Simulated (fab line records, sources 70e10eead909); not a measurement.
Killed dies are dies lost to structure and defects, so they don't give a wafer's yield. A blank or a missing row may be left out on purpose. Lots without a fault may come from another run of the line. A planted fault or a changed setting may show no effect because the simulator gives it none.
fab line records | flow nand_harc
record lots=12 wafers=36 last_day=32
route steps=1302 shown A_WL_FILL@956 THIN_TSV@1261 END@1302
lots that met no fault: from a run of the same line without faults
start_h: hours from the record's first day to the start of the lot's first wafer shown | wait_h: hours since the lot's step before | " the same as in the row above | L1.1+2: a row that stands for several wafers | - no value, or no start given | * or withheld: withheld | < > ~ a bound
route shown NAME@n: a module of which the file shows steps, and the number in the route of the first | usual: mean/standard deviation of fault-free wafers | same: alike in all rows | chamber/n: place in a boat | sites: the reading at each site | _std_site: their standard deviation | _edge_site: outer sites' mean less inner sites' | radius_mm: how far each site lies from the wafer's centre | mask NAME#n: copy n | behind: the tool/chamber that last shaped the wafer | hold: why the lot was held/for how many hours/how that ended | device: the transistor (n, p or np) that didn't switch | end of line: the same wafers' tests at the end of the route | a step without rows: its recipe alone | killed: dies lost to structure and defects at the first sort, not the wafer's yield | map: a wafer's dies, x killed, . not, _ none there
set.NAME: the setting as run; set.NAME@STEP: as run at that earlier step | model.NAME: the simulator's own value behind a step, which no gauge read
steps of the route over a sample of lots; a table a step, a row a wafer
services: from which hour (start_h, from the record's first day; less than 0 if before it) a tool's chamber was out of use, for how many hours, and why
## steps
# step NHARC_A_WL_FILL_CVD_03
# recipe target_thk_a=400 temp_c=300 pressure_torr=40 wf6_flow_sccm=40 h2_flow_sccm=1600 ar_flow_sccm=1560 time_s=279 material=W
# usual heater_power_w=464/92 throttle_valve_pct=8.0/0.31
# columns lot.wafer tool chamber start_h wait_h heater_power_w throttle_valve_pct
L983.2 cvd_w-01 0 467.97 0.1 344 8.2
L983.1 " 1 " " 433 8.3
L983.6 " 1 " " 428 8.1
L984.1 cvd_w-02 0 484.02 0.1 576 7.7
L984.4 " 1 " " 565 7.9
L984.5 " 0 " " 552 7.6
L985.1 cvd_w-01 1 484.14 0.1 415 8.1
L985.4 " 0 " " 349 8.0
L985.5 " 1 " " 423 8.3
L986.2 cvd_w-02 1 488.12 0.1 555 7.9
L986.4 " 1 " " 535 8.3
L986.5 " 0 " " 577 7.9
L987.1 cvd_w-02 1 494.22 0.1 554 8.0
L987.2 " 0 " " 579 7.7
L987.6 " 0 " " 564 7.4
L989.1 cvd_w-01 0 535.40 0.1 359 8.5
L989.2 " 1 " " 430 8.4
L989.6 " 0 " " 349 8.5
L996.2 cvd_w-01 1 588.24 0.1 433 8.3
L996.1 " 0 " " 347 7.9
L996.3 " 0 " " 348 7.9
L999.2 cvd_w-02 1 621.12 0.1 556 8.6
L999.4 " 0 " " 572 7.8
L999.5 " 0 " " 567 7.9
L104.2 cvd_w-02 0 662.99 0.1 561 7.7
L104.1 " 1 " " 536 7.5
L104.6 " 1 " " 542 7.5
L103.2 cvd_w-01 1 663.14 0.1 425 8.3
L103.1 " 0 " " 342 8.0
L103.3 " 0 " " 339 8.1
L106.1 cvd_w-01 1 672.33 0.1 427 8.0
L106.3 " 0 " " 342 8.3
L106.5 " 0 " " 345 8.0
L105.1 cvd_w-02 1 676.93 0.1 526 7.7
L105.4 " 1 " " 524 7.5
L105.6 " 1 " " 527 7.5
# step NHARC_THIN_TSV_DESCUM_14
# recipe time_s=3 o2_flow_sccm=200 ar_flow_sccm=0 bias_power_w=0 chemistry=O2
# usual chamber_pressure_mTorr=60.00/0.051 drypump_motor_current_A=5.9/0.36 oes_product_au=1.002/0.014 rf_vpp_V=57.9/0.77 showerhead_plenum_p_Torr=1.93/0.072 throttle_valve_pct=11.311/0.0093
# columns lot.wafer tool chamber start_h wait_h chamber_pressure_mTorr drypump_motor_current_A oes_product_au rf_hours_counter_h rf_vpp_V showerhead_plenum_p_Torr throttle_valve_pct
L983.1 rie_diel-11 3 548.97 - 60.04 6.2 0.993 8 57.8 2.01 11.291
L983.2 " 1 " " 60.00 6.4 1.011 8 57.5 2.01 11.321
L983.6 " 0 " " 59.97 5.8 0.979 - 57.1 1.87 11.309
L985.1 rie_diel-11 3 564.71 - 59.97 6.2 0.992 9 58.4 2.01 11.322
L985.4 " 0 " " 59.96 5.8 0.987 8 58.3 1.87 11.303
L985.5 " 3 " " 60.00 6.2 0.991 - 58.5 2.01 11.307
L984.1 rie_diel-03 3 569.06 - 59.94 5.3 1.002 5 56.9 1.91 11.310
L984.4 " 0 " " 59.94 5.3 0.998 5 57.8 2.02 11.297
L984.5 " 1 " " 59.96 6.3 0.977 - 57.8 1.88 11.295
L987.1 rie_diel-11 0 570.09 - 60.05 5.8 0.987 9 57.3 1.87 11.319
L987.2 " 3 " " 59.93 6.2 1.002 10 58.3 2.01 11.308
L987.6 " 0 " " 59.98 5.8 0.983 - 57.2 1.87 11.312
L986.4 rie_diel-11 3 571.33 - 59.99 6.2 0.994 10 57.3 2.00 11.307
L986.2 " 2 " " 59.99 5.9 1.005 11 58.5 1.94 11.303
L986.5 " 3 " " 60.09 6.2 0.998 - 57.1 2.01 11.297
L989.1 rie_diel-03 1 624.53 - 60.14 6.2 1.014 7 57.4 1.88 11.300
L989.2 " 0 " " 60.06 5.3 0.993 8 57.7 2.02 11.323
L989.6 " 2 " " 59.94 6.2 0.995 - 57.6 1.98 11.306
L996.2 rie_diel-13 2 668.21 - 60.05 5.7 1.018 10 57.0 1.99 11.297
L999.4 rie_diel-11 0 699.98 - 59.93 5.8 1.010 5 58.7 1.87 11.310
L999.2 " 2 " " 60.09 5.9 0.979 4 57.2 1.94 11.336
L999.5 " 0 " " 60.02 5.8 0.997 - 57.3 1.87 11.316
L104.2 rie_diel-13 3 746.74 - 59.97 5.5 0.990 3 57.6 1.78 11.310
L104.1 " 2 " " 59.95 5.7 1.035 3 57.2 1.99 11.313
L104.6 " 3 " " 60.10 5.5 0.994 - 56.6 1.78 11.294
L103.1 rie_diel-11 0 747.83 - 59.98 5.8 1.005 8 57.5 1.87 11.305
L103.3 " 1 " " 60.08 6.4 1.014 9 58.6 2.01 11.308
L103.2 " 3 " " 59.97 6.2 1.019 8 56.9 2.00 11.314
L106.3 rie_diel-11 0 756.55 - 59.94 5.8 1.011 9 57.3 1.87 11.308
L106.1 " 3 " " 59.96 6.3 1.012 9 59.0 2.00 11.306
L106.5 " 1 " " 60.02 6.5 1.019 - 57.7 2.01 11.299
L105.4 rie_diel-13 1 757.90 - 60.07 6.0 1.023 5 57.7 1.93 11.298
L105.1 " 3 " " 60.02 5.5 0.988 3 56.6 1.78 11.286
L105.6 " 1 " " 60.03 6.0 1.025 - 58.2 1.93 11.310
# step NHARC_THIN_TSV_ANNEAL_52
# recipe temp_c=225 time_s=90
# usual anneal_temp_c=224.98/0.18 wafer_temp_C_max=226.0/0.37
# columns lot.wafer tool chamber start_h wait_h anneal_temp_c wafer_temp_C_max
L983.1 rtp_anneal-01 0 552.79 0.5 225.16 225.9
L983.2 " 0 " " 225.16 226.1
L983.6 " 0 " " 225.19 225.9
L985.1 rtp_anneal-02 0 568.52 0.7 224.79 225.6
L985.4 " 0 " " 224.74 225.4
L985.5 " 0 " " 224.95 225.4
L984.1 rtp_anneal-02 0 573.37 0.6 225.16 225.5
L984.4 " 0 " " 225.01 225.5
L984.5 " 0 " " 225.00 225.4
L987.1 rtp_anneal-02 0 574.46 0.6 225.00 225.7
L987.2 " 0 " " 224.90 226.2
L987.6 " 0 " " 225.09 225.9
L986.2 rtp_anneal-01 0 575.20 0.7 225.23 226.1
L986.4 " 0 " " 225.21 226.3
L986.5 " 0 " " 225.15 226.2
L989.1 rtp_anneal-02 0 628.30 0.6 224.94 225.6
L989.2 " 0 " " 225.08 225.1
L989.6 " 0 " " 225.22 225.3
L996.2 rtp_anneal-02 0 672.04 0.6 225.09 225.9
L999.2 rtp_anneal-01 0 703.82 0.6 225.02 226.4
L999.4 " 0 " " 225.13 226.6
L999.5 " 0 " " 225.13 226.4
L104.1 rtp_anneal-01 0 750.53 0.5 224.97 226.6
L104.2 " 0 " " 224.85 226.6
L104.6 " 0 " " 224.97 226.2
L103.1 rtp_anneal-01 0 751.69 0.5 224.88 226.2
L103.2 " 0 " " 225.18 226.7
L103.3 " 0 " " 225.24 226.1
L106.1 rtp_anneal-02 0 760.36 0.6 224.85 225.6
L106.3 " 0 " " 225.30 225.8
L106.5 " 0 " " 225.04 225.5
L105.1 rtp_anneal-01 0 761.70 0.5 224.81 226.1
L105.4 " 0 " " 224.90 226.4
L105.6 " 0 " " 225.11 226.6
# step NHARC_THIN_TSV_CD_MEAS_33
# recipe target_cd_nm=5000 landing_energy_ev=500
# usual cd_nm=4999.9/2.7
# columns lot.wafer tool chamber start_h wait_h cd_nm
L983.1 cd_sem-02 0 554.73 - 5002.8
L983.2 " 0 " " 5003.8
L983.6 " 0 " " 5002.7
L985.1 cd_sem-01 0 570.47 - 5001.8
L985.4 " 0 " " 4998.9
L985.5 " 0 " " 4999.9
L984.1 cd_sem-03 0 575.18 - 4999.8
L984.4 " 0 " " 4998.6
L984.5 " 0 " " 4997.3
L987.1 cd_sem-02 0 576.41 - 4999.9
L987.2 " 0 " " 5001.7
L987.6 " 0 " " 5000.1
L986.2 cd_sem-01 0 576.97 - 4998.7
L986.4 " 0 " " 4997.7
L986.5 " 0 " " 4996.6
L989.1 cd_sem-03 0 630.23 - 4995.0
L989.2 " 0 " " 4997.6
L989.6 " 0 " " 4996.5
L996.2 cd_sem-02 0 673.93 - 5002.2
L999.2 cd_sem-03 0 705.71 - 4998.7
L999.4 " 0 " " 5002.0
L999.5 " 0 " " 5003.2
L104.1 cd_sem-01 0 752.50 - 5003.9
L104.2 " 0 " " 5003.4
L104.6 " 0 " " 5003.8
L103.1 cd_sem-01 0 753.64 - 5001.0
L103.2 " 0 " " 5003.8
L103.3 " 0 " " 5002.3
L106.1 cd_sem-03 0 762.32 - 5001.3
L106.3 " 0 " " 4997.6
L106.5 " 0 " " 4999.7
L105.1 cd_sem-01 0 763.53 - 5000.3
L105.4 " 0 " " 5000.0
L105.6 " 0 " " 4999.6
# step NHARC_END_SORT_01
# recipe temp_c=25
# usual killed_at_array=56/19 killed_at_other=0.6/1 killed_at_periphery=3.9/2.7 killed_dies=61/19 killed_open=3.3/1.9 killed_short=2.4/1.7
# same gross_dies=677
# columns lot.wafer tool chamber start_h wait_h killed_at_array killed_at_other killed_at_periphery killed_dies killed_open killed_short
L996.1 prober-02 0 683.20 2.5 528 0 6 534 3 1
L996.2 prober-02 0 684.02 2.8 71 0 0 71 4 3
L996.3 prober-02 0 684.83 3.1 541 0 6 547 4 3
# killed by level:class
L996.1 A_WL_FILL:area_cvd=473 A_CHANNEL_HOLE_D1:chamber_film_flake=23 A_CHANNEL_HOLE_D2:chamber_film_flake=14 A_M0:chamber_film_flake=5 P_GATE:chamber_film_flake=4 A_SLIT:chamber_film_flake=4 A_CONTACT:chamber_film_flake=4 A_STAIRCASE:chamber_film_flake=3
L996.2 A_CHANNEL_HOLE_D1:chamber_film_flake=29 A_CHANNEL_HOLE_D2:chamber_film_flake=19 A_CONTACT:chamber_film_flake=6 A_M0:chamber_film_flake=3 A_STAIRCASE:chamber_film_flake=3 A_WL_FILL:chamber_film_flake=2 A_SOURCE_PLATE:geometric_particle:short=1 A_CHANNEL_FILL_D1:geometric_particle:open=1
L996.3 A_WL_FILL:area_cvd=483 A_CHANNEL_HOLE_D1:chamber_film_flake=25 A_CHANNEL_HOLE_D2:chamber_film_flake=11 A_CONTACT:chamber_film_flake=5 P_GATE:chamber_film_flake=4 A_WL_FILL:chamber_film_flake=4 A_M0:chamber_film_flake=4 A_ONON_D1:geometric_particle:short=2
## services
# columns tool chamber start_h hours kind
cvd_w-02 - 450.00 13.0 pm
rie_diel-03 - 458.40 9.0 pm
rie_diel-11 0 494.07 9.5 repair
rie_diel-11 3 499.49 6.8 repair
rie_diel-13 - 519.00 9.0 pm
rie_diel-11 - 525.59 0.2 repair
rie_diel-13 0 532.90 18.1 repair
cvd_w-01 - 547.00 13.0 pm
rie_diel-11 2 579.94 2.5 repair
rie_diel-11 - 609.50 9.0 pm
rie_diel-13 - 629.98 0.6 repair
cvd_w-02 - 631.00 13.0 pm
rie_diel-11 0 659.02 10.2 repair
cvd_w-01 - 662.00 1.0 repair
rie_diel-11 - 675.13 0.6 repair
cvd_w-01 1 687.74 5.1 repair
rie_diel-13 - 696.00 9.0 pm
rie_diel-13 - 710.04 2.9 repair
cvd_w-01 - 728.00 13.0 pm
rie_diel-13 2 729.74 6.1 repair
rie_diel-11 1 732.23 4.4 repair
rie_diel-11 - 733.71 0.9 repair
rtp_anneal-02 - 744.22 12.0 pm
rie_diel-11 1 759.14 6.9 repair
## key
first_sign step=NHARC_END_SORT_01 reading=killed_dies direction=up sigmas=26 usual=61 struck=540
effect step=NHARC_END_SORT_01 reading=killed_at_array direction=up sigmas=26 usual=56 struck=534
more_kills_born_at NHARC_A_WL_FILL_CVD_03@cvd_w-01=956
met_at NHARC_A_WL_FILL_CVD_03
struck_lots L996
struck_wafers L996.1,L996.3
later_rows_left_out L996.1,L996.3
tester_left_out L996
not_acting_at NHARC_THIN_TSV_DESCUM_14,NHARC_THIN_TSV_ANNEAL_52,NHARC_THIN_TSV_CD_MEAS_33
onset_between 535.40 588.24
fault kind=process_parameter_drift tool=cvd_w-01 chamber=0 onset_h=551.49 steps=NHARC_A_WL_FILL_CVD_03 channel=target_thk_a offset=* shape=step end_h=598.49 acts_in=* stated=*
# tester_left_out: of these lots the tester's yield and bins aren't shown, on N5 and GAA mostly nor the transistor test; their killed dies are dies lost to structure and defects alone, not to doping, threshold or leakage, so they don't give the yield
# later_rows_left_out: the simulator's readings of these wafers behind a module that went badly wrong aren't trusted and aren't shown, but for the sort
